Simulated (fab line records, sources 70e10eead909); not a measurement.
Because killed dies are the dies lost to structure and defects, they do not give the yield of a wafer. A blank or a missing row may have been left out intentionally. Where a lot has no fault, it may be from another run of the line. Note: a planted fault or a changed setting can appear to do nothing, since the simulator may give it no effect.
Chamber matching / flow nand_harc / NHARC_A_CONTACT_DEP_24 on pecvd-02: 3 sister chambers
The step deposits SiO2, target thk 500 nm. 6 wafers are shown with their chamber, then 10 later ones without.

== WAFERS PAIRED WITH THEIR CHAMBERS ==
wafer=L087.5; chamber=0; throttle_valve_pct (%)=15.9; heater_power_w (W)=453
wafer=L088.1; chamber=2; throttle_valve_pct (%)=15.5; heater_power_w (W)=444
wafer=L088.4; chamber=2; throttle_valve_pct (%)=15.6; heater_power_w (W)=461
wafer=L088.5; chamber=1; throttle_valve_pct (%)=15.8; heater_power_w (W)=384
wafer=L092.1; chamber=1; throttle_valve_pct (%)=15.6; heater_power_w (W)=408
wafer=L092.3; chamber=0; throttle_valve_pct (%)=16.1; heater_power_w (W)=537

== WAFERS WITHOUT THEIR CHAMBER ==
wafer=L092.6; throttle_valve_pct (%)=15.5; heater_power_w (W)=513
wafer=L093.3; throttle_valve_pct (%)=15.7; heater_power_w (W)=492
wafer=L093.4; throttle_valve_pct (%)=16.5; heater_power_w (W)=535
wafer=L093.5; throttle_valve_pct (%)=15.9; heater_power_w (W)=506
wafer=L094.1; throttle_valve_pct (%)=16.0; heater_power_w (W)=529
wafer=L094.2; throttle_valve_pct (%)=15.9; heater_power_w (W)=510
wafer=L094.5; throttle_valve_pct (%)=16.3; heater_power_w (W)=553
wafer=L097.3; throttle_valve_pct (%)=16.0; heater_power_w (W)=484
wafer=L097.4; throttle_valve_pct (%)=16.1; heater_power_w (W)=518
wafer=L097.6; throttle_valve_pct (%)=16.3; heater_power_w (W)=412

== THE CHAMBER EACH PASSED THROUGH ==
wafer=L092.6; from the rows above=can't be placed: 2 or 1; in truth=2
wafer=L093.3; from the rows above=can't be placed: 2 or 0 or 1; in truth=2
wafer=L093.4; from the rows above=0; in truth=0
wafer=L093.5; from the rows above=0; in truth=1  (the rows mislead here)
wafer=L094.1; from the rows above=0; in truth=0
wafer=L094.2; from the rows above=0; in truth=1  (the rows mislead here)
wafer=L094.5; from the rows above=0; in truth=0
wafer=L097.3; from the rows above=0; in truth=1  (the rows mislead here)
wafer=L097.4; from the rows above=0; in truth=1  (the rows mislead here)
wafer=L097.6; from the rows above=can't be placed: 0 or 1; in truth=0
Placed correctly: 3 of 10. Cannot be placed on the basis of these rows: 3; the candidates contain the true chamber in 3. Wrongly placed: 4.
How it was worked out, from the rows above alone: a wafer's distance from a chamber is the root of the sum, over the readings, of the square of ((its reading less the chamber's mean) divided by the reading's scatter). If the next closest chamber is less than 2 further off than the closest, the wafer can't be placed; otherwise it belongs to the closest. Each chamber's mean is taken over the wafers shown for it. The scatter is the square root of a quotient: the sum, over the shown wafers, of each reading's squared deviation from its chamber's mean, divided by wafers minus chambers.
